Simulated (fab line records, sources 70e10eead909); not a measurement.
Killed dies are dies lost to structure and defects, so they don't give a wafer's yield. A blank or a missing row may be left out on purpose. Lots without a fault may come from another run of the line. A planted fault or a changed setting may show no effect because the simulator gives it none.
fab line records | flow nand_harc
record lots=24 wafers=72 last_day=24
route steps=1159 shown A_STAIRCASE@621
lots that met no fault: from a run of the same line without faults
start_h: hours from the record's first day to the start of the lot's first wafer shown | wait_h: hours since the lot's step before | " the same as in the row above | L1.1+2: a row that stands for several wafers | - no value, or no start given | * or withheld: withheld | < > ~ a bound
route shown NAME@n: a module of which the file shows steps, and the number in the route of the first | usual: mean/standard deviation of fault-free wafers | same: alike in all rows | chamber/n: place in a boat | sites: the reading at each site | _std_site: their standard deviation | _edge_site: outer sites' mean less inner sites' | radius_mm: how far each site lies from the wafer's centre | mask NAME#n: copy n | behind: the tool/chamber that last shaped the wafer | hold: why the lot was held/for how many hours/how that ended | device: the transistor (n, p or np) that didn't switch | end of line: the same wafers' tests at the end of the route | a step without rows: its recipe alone | killed: dies lost to structure and defects at the first sort, not the wafer's yield | map: a wafer's dies, x killed, . not, _ none there
set.NAME: the setting as run; set.NAME@STEP: as run at that earlier step | model.NAME: the simulator's own value behind a step, which no gauge read
steps of the route over a sample of lots; a table a step, a row a wafer
services: from which hour (start_h, from the record's first day; less than 0 if before it) a tool's chamber was out of use, for how many hours, and why
## steps
# step NHARC_A_STAIRCASE_ETCH_227
# recipe target_depth_a=1000 time_s=40.5 ion_energy_ev=400 c4f8_flow_sccm=20 o2_flow_sccm=10 ar_flow_sccm=withheld rf_w=600 bias_w=1000 chemistry=C4F8/O2
# usual oes_product_au=0.940/0.013 rf_vpp_V=897/6.8
# columns lot.wafer tool chamber start_h wait_h oes_product_au rf_hours_counter_h rf_vpp_V
L075.4 rie_diel-03 2 - - 0.939 7 904
L075.2 " 3 " " 0.938 7 888
L075.1 " 0 " " 0.952 6 906
L074.1 rie_diel-03 2 - - 0.945 8 905
L074.3 " 3 " " 0.948 8 889
L074.2 " 0 " " 0.944 7 905
L077.4 rie_diel-11 2 - - 0.950 22 888
L077.3 " 3 " " 0.916 22 889
L077.6 " 1 " " 0.924 - 888
L076.1 rie_diel-03 3 - - 0.932 12 890
L076.3 " 2 " " 0.935 13 904
L076.6 " 3 " " 0.931 - 887
L078.3 rie_diel-03 3 - - 0.940 16 889
L078.2 " 0 " " 0.951 15 905
L078.6 " 0 " " 0.963 - 902
L079.4 rie_diel-02 1 - - 0.969 42 902
L079.2 " 3 " " 0.962 44 891
L079.6 " 1 " " 0.958 - 901
L080.1 rie_diel-11 2 - - 0.960 34 888
L080.4 " 1 " " 0.922 35 888
L080.6 " 2 " " 0.955 - 889
L081.1 rie_diel-02 1 - - 0.945 50 902
L081.4 " 3 " " 0.942 51 893
L081.5 " 1 " " 0.944 - 901
L082.1 rie_diel-03 0 - - 0.944 26 903
L082.5 " 3 " " 0.947 - 888
L082.4 " 0 " " 0.950 - 904
L084.3 rie_diel-03 0 - - 0.955 27 905
L084.1 " 2 " " 0.952 28 904
L084.6 " 2 " " 0.940 - 906
L083.3 rie_diel-02 2 - - 0.949 55 898
L083.1 " 3 " " 0.958 55 892
L083.6 " 0 " " 0.930 - 905
L087.4 rie_diel-02 1 - - 0.939 59 901
L087.5 " 1 " " 0.945 - 899
L087.6 " 2 " " 0.936 - 899
L085.3 rie_diel-03 1 - - 0.935 28 893
L085.1 " 0 " " 0.938 38 904
L085.4 " 3 " " 0.926 - 888
L086.1 rie_diel-02 3 - - 0.940 65 891
L086.3 " 0 " " 0.929 64 905
L086.2 " 1 " " 0.946 62 901
L088.2 rie_diel-11 2 - - 0.950 48 887
L088.1 " 1 " " 0.920 48 888
L088.5 " 3 " " 0.924 - 889
L089.2 rie_diel-03 1 - - 0.933 30 893
L089.3 " 3 " " 0.921 42 889
L089.6 " 0 " " 0.937 - 903
L092.3 rie_diel-02 0 - - 0.943 1 904
L092.2 " 1 " " 0.963 2 901
L092.1 " 2 " " 0.981 2 899
L090.1 rie_diel-11 2 - - 0.937 49 887
L090.2 " 0 " " 0.944 46 906
L090.5 " 2 " " 0.936 - 887
L091.2 rie_diel-02 2 - - 0.963 4 897
L091.4 " 1 " " 0.971 3 900
L091.6 " 2 " " 0.967 - 898
L093.2 rie_diel-02 1 - - 0.960 6 901
L093.5 " 0 " " 0.935 - 904
L093.6 " 1 " " 0.946 - 900
L094.4 rie_diel-03 2 - - 0.971 38 905
L094.5 " 0 " " 0.954 - 903
L094.6 " 1 " " 0.943 - 891
L096.4 rie_diel-02 1 - - 0.936 12 900
L096.6 " 0 " " 0.938 - 905
L096.5 " 1 " " 0.943 - 901
L095.2 rie_diel-03 0 - - 0.931 57 902
L095.1 " 1 " " 0.916 45 892
L095.5 " 1 " " 0.926 - 892
L097.4 rie_diel-02 0 - - 0.957 16 904
L097.1 " 2 " " 0.957 14 899
L097.6 " 0 " " 0.957 - 905
# step NHARC_A_STAIRCASE_STRIP_254
# recipe power_w=1500 temp_c=250 chemistry=O2
# usual drypump_motor_current_A=5.50/0.27 heater_power_w=356/9.8 temp_c=250.00/0.19
# columns lot.wafer tool chamber start_h wait_h drypump_motor_current_A heater_power_w rf_hours_counter_h temp_c
L075.2 plasma_asher-01 0 240.79 - 5.19 342 50 249.86
L075.1 " 1 " " 5.82 362 50 249.98
L075.4 " 0 " " 5.17 342 - 250.06
L074.2 plasma_asher-01 0 241.91 - 5.20 347 50 250.18
L074.1 " 1 " " 5.85 360 50 250.09
L074.3 " 1 " " 5.84 362 - 250.03
L077.3 plasma_asher-02 0 261.14 - 5.67 368 - 250.10
L077.4 " 1 " " 5.31 365 - 249.88
L077.6 " 0 " " 5.68 368 - 250.07
L076.1 plasma_asher-01 1 261.63 - 5.83 363 56 250.01
L076.3 " 0 " " 5.19 350 - 249.58
L076.6 " 0 " " 5.17 343 - 250.02
L078.2 plasma_asher-02 0 272.67 - 5.65 366 21 250.09
L078.3 " 1 " " 5.26 361 - 249.87
L078.6 " 0 " " 5.66 372 - 249.79
L079.2 plasma_asher-01 0 272.79 - 5.17 339 60 250.32
L079.4 " 0 " " 5.20 341 - 250.03
L079.6 " 1 " " 5.84 361 - 249.92
L080.1 plasma_asher-02 1 292.69 - 5.32 350 30 249.92
L080.4 " 0 " " 5.66 356 - 249.92
L080.6 " 0 " " 5.66 351 - 249.90
L081.1 plasma_asher-01 0 292.91 - 5.19 344 4 249.86
L081.4 " 1 " " 5.89 354 - 249.85
L081.5 " 1 " " 5.81 359 - 249.83
L082.1 plasma_asher-01 1 296.64 - 5.83 355 4 249.92
L082.4 " 0 " " 5.18 339 - 249.97
L082.5 " 1 " " 5.82 358 - 249.77
L084.1 plasma_asher-02 1 298.10 - 5.28 364 32 250.08
L084.3 " 1 " " 5.30 360 - 250.24
L084.6 " 0 " " 5.68 363 - 250.52
L083.1 plasma_asher-02 0 302.13 - 5.69 369 34 250.31
L083.3 " 1 " " 5.28 359 - 250.02
L083.6 " 0 " " 5.69 363 - 249.89
L087.4 plasma_asher-02 1 327.74 - 5.33 359 - 250.13
L087.5 " 0 " " 5.67 362 - 250.06
L087.6 " 1 " " 5.33 365 - 250.10
L085.1 plasma_asher-01 1 329.10 - 5.83 357 15 250.01
L085.4 " 1 " " 5.81 348 - 250.22
L085.3 " 0 " " 5.20 341 - 249.69
L086.1 plasma_asher-01 0 329.66 - 5.20 341 15 250.38
L086.2 " 1 " " 5.83 361 15 249.77
L086.3 " 0 " " 5.17 351 - 250.09
L088.1 plasma_asher-02 0 332.80 - 5.67 363 43 250.06
L088.2 " 1 " " 5.26 350 43 250.05
L088.5 " 1 " " 5.28 362 - 249.98
L089.2 plasma_asher-02 1 334.61 - 5.33 364 44 249.87
L089.3 " 0 " " 5.68 370 - 250.30
L089.6 " 1 " " 5.33 356 - 249.71
L092.2 plasma_asher-01 0 344.05 - 5.19 344 22 250.26
L092.1 " 1 " " 5.87 352 22 249.85
L092.3 " 1 " " 5.86 354 - 249.83
L090.2 plasma_asher-02 1 344.14 - 5.30 368 47 249.96
L090.1 " 0 " " 5.68 357 47 249.88
L090.5 " 1 " " 5.27 362 - 249.84
L091.2 plasma_asher-02 1 349.90 - 5.32 359 48 249.96
L091.4 " 1 " " 5.30 364 - 249.90
L091.6 " 1 " " 5.30 357 - 249.91
L093.2 plasma_asher-02 1 355.01 - 5.25 364 49 249.72
L093.5 " 0 " " 5.65 362 - 249.91
L093.6 " 1 " " 5.26 362 - 249.85
L094.4 plasma_asher-01 1 355.69 - 5.80 354 - 250.05
L094.6 " 0 " " 5.18 345 - 250.06
L094.5 " 1 " " 5.83 351 - 250.14
L096.4 plasma_asher-01 1 374.92 - 5.82 354 - 250.11
L096.6 " 1 " " 5.79 351 - 249.83
L096.5 " 0 " " 5.18 342 - 250.20
L095.2 plasma_asher-01 0 375.58 - 5.17 340 34 250.08
L095.1 " 1 " " 5.85 358 34 250.15
L095.5 " 1 " " 5.86 352 - 250.15
L097.1 plasma_asher-02 0 382.39 - 5.66 380 4 250.06
L097.4 " 1 " " 5.32 345 - 250.22
L097.6 " 0 " " 5.69 372 - 250.15
# step NHARC_A_STAIRCASE_HM_OPEN_463
# recipe o2_flow_sccm=400 cos_flow_sccm=20 ar_flow_sccm=0 rf_w=500 bias_w=300 chemistry=O2/COS
# usual drypump_motor_current_A=5.7/0.58 oes_product_au=0.998/0.012 rf_vpp_V=467/3.9 showerhead_plenum_p_Torr=3.12/0.18 throttle_valve_pct=28.331/0.0085
# columns lot.wafer tool chamber start_h wait_h drypump_motor_current_A oes_product_au rf_hours_counter_h rf_vpp_V showerhead_plenum_p_Torr throttle_valve_pct
L075.1 rie_diel-11 0 - - 6.8 0.988 19 472 3.36 28.324
L075.2 " 2 " " 6.1 1.008 21 463 2.94 28.325
L075.4 " 3 " " 5.3 0.972 20 464 2.97 28.324
L074.2 rie_diel-02 0 - - 4.9 0.990 38 473 3.35 28.333
L074.1 " 1 " " 6.6 0.998 37 468 3.25 28.348
L074.3 " 2 " " 6.8 0.988 39 470 3.18 28.328
L077.3 rie_diel-11 1 - - 5.5 0.979 26 463 2.94 28.306
L077.4 " 3 " " 5.3 0.974 25 465 2.96 28.322
L077.6 " 2 " " 6.1 1.009 - 462 2.93 28.328
L076.3 rie_diel-11 1 - - 5.5 0.983 26 464 2.94 28.345
L076.1 " 0 " " 6.8 0.997 26 473 3.36 28.319
L076.6 " 1 " " 5.5 0.986 - 463 2.94 28.329
L078.2 rie_diel-03 2 - - 5.5 1.004 21 472 3.33 28.329
L078.3 " 3 " " 5.5 0.990 20 463 2.93 28.328
L078.6 " 3 " " 5.6 0.992 - 461 2.93 28.332
L079.4 rie_diel-03 1 - - 5.2 0.995 20 465 3.04 28.340
L079.2 " 2 " " 5.5 1.006 22 471 3.33 28.323
L079.6 " 0 " " 5.7 1.013 - 471 3.33 28.334
L080.1 rie_diel-11 0 - - 6.8 0.982 36 472 3.35 28.345
L080.4 " 1 " " 5.5 0.974 38 460 2.93 28.328
L080.6 " 0 " " 6.8 0.986 - 471 3.35 28.337
L081.4 rie_diel-03 1 - - 5.2 0.992 20 466 3.04 28.332
L081.1 " 0 " " 5.7 1.008 31 472 3.32 28.320
L081.5 " 2 " " 5.5 1.002 - 471 3.33 28.340
L082.1 rie_diel-03 0 - - 5.7 1.016 33 470 3.32 28.339
L082.4 " 3 " " 5.6 0.995 - 463 2.93 28.328
L082.5 " 0 " " 5.7 1.007 - 472 3.32 28.332
L084.3 rie_diel-03 1 - - 5.2 0.993 24 466 3.04 28.326
L084.1 " 0 " " 5.7 1.013 34 473 3.32 28.335
L084.6 " 0 " " 5.7 1.016 - 471 3.32 28.342
L083.1 rie_diel-02 1 - - 6.6 1.012 58 469 3.24 28.339
L083.3 " 2 " " 6.7 1.004 61 468 3.17 28.328
L083.6 " 1 " " 6.6 1.007 - 470 3.24 28.346
L087.4 rie_diel-11 2 - - 6.1 1.006 48 463 2.92 28.339
L087.5 " 1 " " 5.4 0.982 - 462 2.93 28.328
L087.6 " 2 " " 6.1 1.013 - 464 2.92 28.324
L085.4 rie_diel-11 2 - - 6.1 1.001 48 462 2.92 28.321
L085.1 " 3 " " 5.3 0.980 50 463 2.95 28.333
L085.3 " 0 " " 6.8 0.998 45 472 3.35 28.335
L086.3 rie_diel-03 2 - - 5.5 1.019 35 472 3.32 28.352
L086.2 " 0 " " 5.7 1.008 46 472 3.32 28.327
L086.1 " 1 " " 5.2 1.011 36 466 3.03 28.338
L088.1 rie_diel-03 3 - - 5.6 0.991 48 463 2.92 28.322
L088.2 " 0 " " 5.7 1.011 46 472 3.32 28.337
L088.5 " 3 " " 5.6 0.999 - 462 2.92 28.333
L089.3 rie_diel-02 2 - - 6.8 1.014 3 468 3.17 28.346
L089.2 " 1 " " 6.6 0.999 3 471 3.24 28.342
L089.6 " 3 " " 5.5 0.994 - 465 3.01 28.343
L092.2 rie_diel-11 3 - - 5.3 0.974 55 465 2.95 28.333
L092.1 " 0 " " 6.8 0.998 50 473 3.35 28.329
L092.3 " 1 " " 5.5 0.990 58 463 2.92 28.321
L090.2 rie_diel-11 2 - - 6.1 0.998 55 463 2.92 28.327
L090.1 " 3 " " 5.4 0.979 56 463 2.95 28.342
L090.5 " 0 " " 6.8 0.995 - 472 3.35 28.330
L091.4 rie_diel-03 2 - - 5.5 1.027 42 470 3.32 28.335
L091.2 " 3 " " 5.5 1.000 56 462 2.92 28.336
L091.6 " 2 " " 5.5 1.016 - 472 3.32 28.327
L093.2 rie_diel-02 3 - - 5.5 1.002 12 465 3.01 28.331
L093.6 " 0 " " 4.9 0.996 - 470 3.33 28.337
L093.5 " 1 " " 6.6 1.008 - 469 3.24 28.321
L094.4 rie_diel-02 2 - - 6.7 1.018 11 468 3.16 28.331
L094.6 " 3 " " 5.5 1.004 - 464 3.01 28.332
L094.5 " 0 " " 4.9 1.002 - 471 3.33 28.340
L096.4 rie_diel-03 2 - - 5.5 1.006 51 472 3.32 28.329
L096.6 " 1 " " 5.2 1.007 - 466 3.03 28.317
L096.5 " 2 " " 5.5 1.010 - 472 3.32 28.326
L095.2 rie_diel-11 2 - - 6.1 0.998 5 463 2.91 28.331
L095.1 " 0 " " 6.9 0.986 5 471 3.34 28.326
L095.5 " 2 " " 6.1 1.005 - 463 2.91 28.330
L097.4 rie_diel-02 1 - - 6.6 0.995 19 467 3.23 28.323
L097.1 " 3 " " 5.5 1.005 20 464 3.00 28.329
L097.6 " 1 " " 6.6 0.998 - 469 3.23 28.326
# step NHARC_A_STAIRCASE_ETCHBACK_416
# recipe target_depth_a=360 time_s=7.2 c4f8_flow_sccm=withheld o2_flow_sccm=8 ar_flow_sccm=withheld rf_w=600 bias_w=800 chemistry=C4F8/O2/Ar
# usual oes_product_au=0.95/0.039 rf_vpp_V=724/5.3
# columns lot.wafer tool chamber start_h wait_h oes_product_au rf_hours_counter_h rf_vpp_V
L075.1 rie_diel-02 3 - - 0.94 39 721
L075.2 " 0 " " 0.92 39 730
L075.4 " 1 " " 0.93 39 727
L074.3 rie_diel-03 2 - - 0.93 12 730
L074.2 " 3 " " 0.91 12 717
L074.1 " 0 " " 0.93 10 729
L077.3 rie_diel-02 1 - - 0.93 43 728
L077.4 " 2 " " 0.91 45 723
L077.6 " 1 " " 0.93 - 727
L076.3 rie_diel-02 2 - - 0.91 46 726
L076.1 " 1 " " 0.93 44 728
L076.6 " 2 " " 0.91 - 725
L078.2 rie_diel-11 3 - - 0.90 31 717
L078.3 " 2 " " 0.93 33 716
L078.6 " 0 " " 0.90 - 730
L079.2 rie_diel-02 0 - - 0.91 50 731
L079.4 " 1 " " 0.93 49 727
L079.6 " 3 " " 0.94 - 720
L080.1 rie_diel-03 0 - - 0.94 31 730
L080.4 " 3 " " 0.93 32 716
L080.6 " 1 " " 0.92 - 722
L081.1 rie_diel-11 1 - - 0.98 40 718
L081.5 " 2 " " 0.99 - 716
L081.4 " 1 " " 0.97 - 716
L082.1 rie_diel-03 0 - - 0.94 35 729
L082.4 " 0 " " 0.93 - 730
L082.5 " 3 " " 0.94 - 717
L084.1 rie_diel-02 1 - - 0.91 59 728
L084.3 " 2 " " 0.91 62 726
L084.6 " 0 " " 0.92 - 729
L083.3 rie_diel-03 0 - - 1.01 37 731
L083.1 " 1 " " 1.00 27 722
L083.6 " 3 " " 1.00 - 716
L087.4 rie_diel-11 1 - - 0.90 54 716
L087.6 " 0 " " 0.92 - 728
L087.5 " 1 " " 0.90 - 717
L085.4 rie_diel-02 3 - - 0.99 2 719
L085.1 " 0 " " 1.01 2 730
L085.3 " 1 " " 1.02 2 729
L086.3 rie_diel-02 0 - - 1.00 3 730
L086.2 " 1 " " 1.02 3 728
L086.1 " 3 " " 0.99 3 719
L088.2 rie_diel-03 2 - - 0.93 37 730
L088.1 " 3 " " 0.92 49 718
L088.5 " 0 " " 0.93 - 730
L089.3 rie_diel-02 2 - - 0.94 5 726
L089.2 " 0 " " 0.92 5 730
L089.6 " 3 " " 0.91 - 721
L092.1 rie_diel-02 2 - - 1.03 7 727
L092.3 " 3 " " 1.00 7 720
L092.2 " 0 " " 1.01 7 730
L090.1 rie_diel-02 0 - - 1.00 7 730
L090.2 " 1 " " 1.01 7 727
L090.5 " 3 " " 1.01 - 720
L091.4 rie_diel-02 1 - - 0.93 10 727
L091.2 " 2 " " 0.95 10 723
L091.6 " 0 " " 0.93 - 729
L093.2 rie_diel-02 1 - - 0.93 12 727
L093.6 " 2 " " 0.93 - 725
L093.5 " 3 " " 0.93 - 719
L094.4 rie_diel-02 2 - - 0.94 13 724
L094.6 " 1 " " 0.93 - 727
L094.5 " 2 " " 0.94 - 726
L096.4 rie_diel-11 3 - - 1.00 6 717
L096.5 " 0 " " 0.99 - 729
L096.6 " 1 " " 1.00 - 717
L095.1 rie_diel-03 0 - - 0.93 67 729
L095.2 " 1 " " 0.93 53 721
L095.5 " 2 " " 0.93 - 729
L097.1 rie_diel-11 2 - - 1.00 7 716
L097.4 " 3 " " 0.98 7 717
L097.6 " 0 " " 0.99 - 730
# step NHARC_A_STAIRCASE_CMP_152
# usual motor_current_A=11.6/1.3
# columns lot.wafer tool chamber start_h wait_h motor_current_A
L075.4 cmp-02 0 290.01 0.1 11.2
L075.1 " 1 " " 13.8
L075.2 " 3 " " 9.3
L074.3 cmp-02 2 290.36 0.1 11.6
L074.1 " 3 " " 9.5
L074.2 " 0 " " 10.9
L077.3 cmp-01 0 311.61 0.1 11.0
L077.4 " 3 " " 10.2
L077.6 " 1 " " 12.0
L076.1 cmp-02 2 316.71 0.1 11.7
L076.3 " 3 " " 9.0
L076.6 " 2 " " 11.7
L078.2 cmp-01 0 326.59 0.1 10.4
L078.3 " 3 " " 10.0
L078.6 " 1 " " 11.3
L079.4 cmp-01 1 326.93 0.1 11.6
L079.2 " 3 " " 10.4
L079.6 " 1 " " 10.8
L080.4 cmp-02 2 350.01 0.1 11.5
L080.1 " 1 " " 13.8
L080.6 " 3 " " 9.5
L081.4 cmp-01 0 357.38 0.1 10.7
L081.1 " 1 " " 10.8
L081.5 " 1 " " 11.2
L084.3 cmp-03 0 364.14 0.1 12.4
L084.1 " 3 " " 13.0
L084.6 " 0 " " 12.5
L082.1 cmp-01 2 364.43 0.1 12.1
L082.4 " 3 " " 10.2
L082.5 " 1 " " 10.5
L083.1 cmp-02 0 364.73 0.1 12.1
L083.3 " 1 " " 14.0
L083.6 " 3 " " 9.5
L088.1 cmp-01 0 384.57 0.1 11.8
L088.2 " 1 " " 11.4
L088.5 " 3 " " 10.2
L086.3 cmp-02 3 384.84 0.1 9.8
L086.1 " 0 " " 12.0
L086.2 " 2 " " 11.1
L087.4 cmp-03 1 385.12 0.1 13.4
L087.6 " 1 " " 13.3
L087.5 " 2 " " 10.6
L085.3 cmp-02 0 385.41 0.1 12.2
L085.4 " 1 " " 14.0
L085.1 " 2 " " 12.2
L089.3 cmp-03 0 392.95 0.1 11.9
L089.2 " 2 " " 10.8
L089.6 " 0 " " 12.5
L090.1 cmp-03 2 400.15 0.1 10.8
L090.2 " 0 " " 12.5
L090.5 " 2 " " 10.9
L092.1 cmp-03 2 400.53 0.1 10.7
L092.3 " 0 " " 12.9
L092.2 " 1 " " 13.2
L091.4 cmp-03 0 407.10 0.1 12.7
L091.2 " 3 " " 13.0
L091.6 " 1 " " 13.9
L093.2 cmp-01 2 411.24 0.1 11.3
L093.6 " 1 " " 11.0
L093.5 " 2 " " 11.4
L094.4 cmp-01 2 411.40 0.1 11.4
L094.5 " 0 " " 11.6
L094.6 " 1 " " 11.6
L095.1 cmp-02 3 431.67 0.1 9.4
L095.2 " 2 " " 11.8
L095.5 " 3 " " 9.7
L096.4 cmp-03 1 432.30 0.1 13.3
L096.5 " 3 " " 12.4
L096.6 " 0 " " 12.3
L097.4 cmp-02 1 435.60 0.1 14.1
L097.1 " 2 " " 11.8
L097.6 " 0 " " 11.5
# step NHARC_A_STAIRCASE_STRIP_475
# recipe time_s=20 o2_flow_sccm=500 ar_flow_sccm=0 bias_w=0 chemistry=O2
# usual drypump_motor_current_A=5.9/0.71 oes_product_au=1.001/0.012 rf_vpp_V=57.8/0.88 showerhead_plenum_p_Torr=3.56/0.18 throttle_valve_pct=17.036/0.0094
# columns lot.wafer tool chamber start_h wait_h drypump_motor_current_A oes_product_au rf_hours_counter_h rf_vpp_V showerhead_plenum_p_Torr throttle_valve_pct
L075.4 rie_diel-02 1 - - 6.6 1.002 51 58.2 3.67 17.050
L075.2 " 3 " " 5.5 1.012 53 57.4 3.41 17.023
L075.1 " 0 " " 4.9 0.971 52 57.6 3.78 17.033
L074.1 rie_diel-11 3 - - 5.3 0.979 33 57.7 3.35 17.056
L074.2 " 0 " " 6.9 0.981 34 58.2 3.79 17.031
L074.3 " 2 " " 6.1 1.008 34 57.2 3.31 17.037
L077.4 rie_diel-02 0 - - 4.9 0.980 56 59.0 3.78 17.023
L077.3 " 1 " " 6.6 1.000 55 58.7 3.67 17.048
L077.6 " 3 " " 5.5 1.004 - 59.2 3.41 17.047
L076.3 rie_diel-02 2 - - 6.8 1.003 60 58.7 3.58 17.040
L076.1 " 3 " " 5.5 1.000 59 56.8 3.41 17.030
L076.6 " 2 " " 6.8 1.014 - 58.3 3.58 17.030
L078.3 rie_diel-02 1 - - 6.6 1.017 62 58.3 3.66 17.038
L078.2 " 3 " " 5.5 1.010 65 57.0 3.41 17.045
L078.6 " 0 " " 4.9 0.999 - 58.3 3.77 17.036
L079.2 rie_diel-03 0 328.05 0.2 5.7 1.007 40 58.8 3.75 17.011
L079.6 " 1 " " 5.2 1.008 - 57.9 3.43 17.035
L079.4 " 0 " " 5.7 1.008 - 58.7 3.75 17.050
L080.1 rie_diel-03 1 - - 5.2 1.007 38 57.7 3.43 17.044
L080.4 " 2 " " 5.5 1.009 38 57.7 3.75 17.048
L080.6 " 0 " " 5.7 1.004 - 57.9 3.74 17.019
L081.1 rie_diel-02 2 - - 6.8 1.020 7 58.0 3.58 17.040
L081.4 " 0 " " 4.9 0.996 7 59.6 3.77 17.045
L081.5 " 2 " " 6.8 1.019 - 58.5 3.58 17.052
L084.3 rie_diel-02 0 - - 4.9 1.006 11 58.1 3.76 17.009
L084.1 " 2 " " 6.8 1.024 10 57.1 3.58 17.041
L084.6 " 0 " " 4.9 0.993 - 58.0 3.76 17.036
L082.4 rie_diel-02 3 - - 5.5 1.007 11 59.5 3.40 17.036
L082.1 " 1 " " 6.6 1.012 10 58.4 3.66 17.040
L082.5 " 0 " " 4.9 1.006 - 58.3 3.76 17.023
L083.1 rie_diel-11 3 365.78 0.1 5.3 0.986 59 58.0 3.33 17.042
L083.3 " 0 " " 6.8 0.991 55 58.7 3.78 17.031
L083.6 " 3 " " 5.4 0.987 - 57.2 3.33 17.052
L088.2 rie_diel-02 3 - - 5.5 0.997 17 57.3 3.40 17.040
L088.1 " 2 " " 6.8 1.014 16 57.6 3.57 17.037
L088.5 " 0 " " 4.9 1.006 - 58.2 3.76 17.055
L086.3 rie_diel-02 3 - - 5.5 0.996 17 58.2 3.40 17.033
L086.1 " 0 " " 4.9 1.006 19 57.9 3.76 17.033
L086.2 " 1 " " 6.6 1.004 17 59.2 3.65 17.036
L087.4 rie_diel-03 0 - - 5.7 1.008 63 58.6 3.74 17.030
L087.6 " 1 " " 5.2 0.986 - 58.3 3.42 17.023
L087.5 " 2 " " 5.5 1.010 - 57.1 3.75 17.044
L085.3 rie_diel-11 1 - - 5.5 0.993 4 56.3 3.30 17.037
L085.4 " 3 " " 5.4 0.988 5 57.5 3.33 17.047
L085.1 " 0 " " 6.9 0.991 4 59.3 3.77 17.054
L089.3 rie_diel-02 1 394.08 0.2 6.6 0.996 21 59.2 3.65 17.029
L089.2 " 2 " " 6.8 1.014 19 56.9 3.57 17.041
L089.6 " 2 " " 6.8 1.018 - 57.4 3.57 17.029
L090.1 rie_diel-02 2 - - 6.7 1.012 23 56.6 3.57 17.017
L090.2 " 1 " " 6.6 1.005 24 58.0 3.65 17.034
L090.5 " 3 " " 5.5 0.992 - 57.3 3.40 17.049
L092.1 rie_diel-02 2 - - 6.7 1.012 23 57.5 3.57 17.029
L092.3 " 3 " " 5.6 1.000 23 57.6 3.40 17.026
L092.2 " 1 " " 6.6 1.012 24 57.9 3.65 17.033
L091.4 rie_diel-02 1 - - 6.7 0.997 28 59.0 3.65 17.041
L091.2 " 2 " " 6.8 1.011 27 58.4 3.57 17.037
L091.6 " 0 " " 4.9 1.008 - 59.1 3.75 17.063
L093.2 rie_diel-03 0 - - 5.7 1.007 5 59.2 3.73 17.037
L093.6 " 1 " " 5.2 1.025 - 58.9 3.42 17.047
L093.5 " 2 " " 5.5 1.019 - 58.1 3.74 17.031
L094.4 rie_diel-02 0 - - 4.9 1.017 29 56.0 3.75 17.022
L094.5 " 0 " " 4.9 1.011 - 58.2 3.75 17.029
L094.6 " 1 " " 6.6 1.006 - 59.6 3.65 17.037
L095.2 rie_diel-11 1 - - 5.5 0.997 22 55.9 3.29 17.030
L095.1 " 2 " " 6.1 1.003 22 57.2 3.29 17.036
L095.5 " 3 " " 5.3 0.976 - 57.1 3.32 17.042
L096.4 rie_diel-11 3 - - 5.3 0.986 22 56.7 3.32 17.025
L096.6 " 0 " " 6.9 0.983 - 59.1 3.76 17.036
L096.5 " 1 " " 5.5 0.979 - 57.2 3.29 17.035
L097.1 rie_diel-11 1 - - 5.5 1.002 24 58.6 3.29 17.051
L097.4 " 3 " " 5.3 0.982 23 56.8 3.32 17.033
L097.6 " 1 " " 5.5 0.987 - 56.9 3.29 17.055
## services
# columns tool chamber start_h hours kind
rie_diel-03 - 215.54 9.0 pm
plasma_asher-02 - 217.97 6.6 repair
cmp-02 - 227.28 4.0 pm
cmp-01 - 230.69 0.6 repair
cmp-01 - 231.64 69.4 repair
rie_diel-02 3 238.15 6.9 repair
plasma_asher-02 - 274.63 2.0 repair
plasma_asher-01 - 276.20 9.0 pm
rie_diel-11 0 306.26 16.5 repair
rie_diel-11 1 308.35 5.1 repair
rie_diel-03 2 312.97 20.5 repair
cmp-02 - 325.28 4.0 pm
plasma_asher-01 - 326.34 0.6 repair
rie_diel-02 - 327.80 9.0 pm
rie_diel-11 2 329.28 7.2 repair
cmp-01 - 348.71 2.7 repair
plasma_asher-02 - 360.30 9.0 pm
rie_diel-11 - 368.22 9.0 pm
plasma_asher-02 - 382.68 22.8 repair
rie_diel-03 - 392.56 9.0 pm
cmp-02 - 399.78 2.9 repair
rie_diel-02 1 414.30 18.2 repair
rie_diel-11 0 416.98 5.5 repair
cmp-02 - 423.28 4.0 pm
## key
fault none
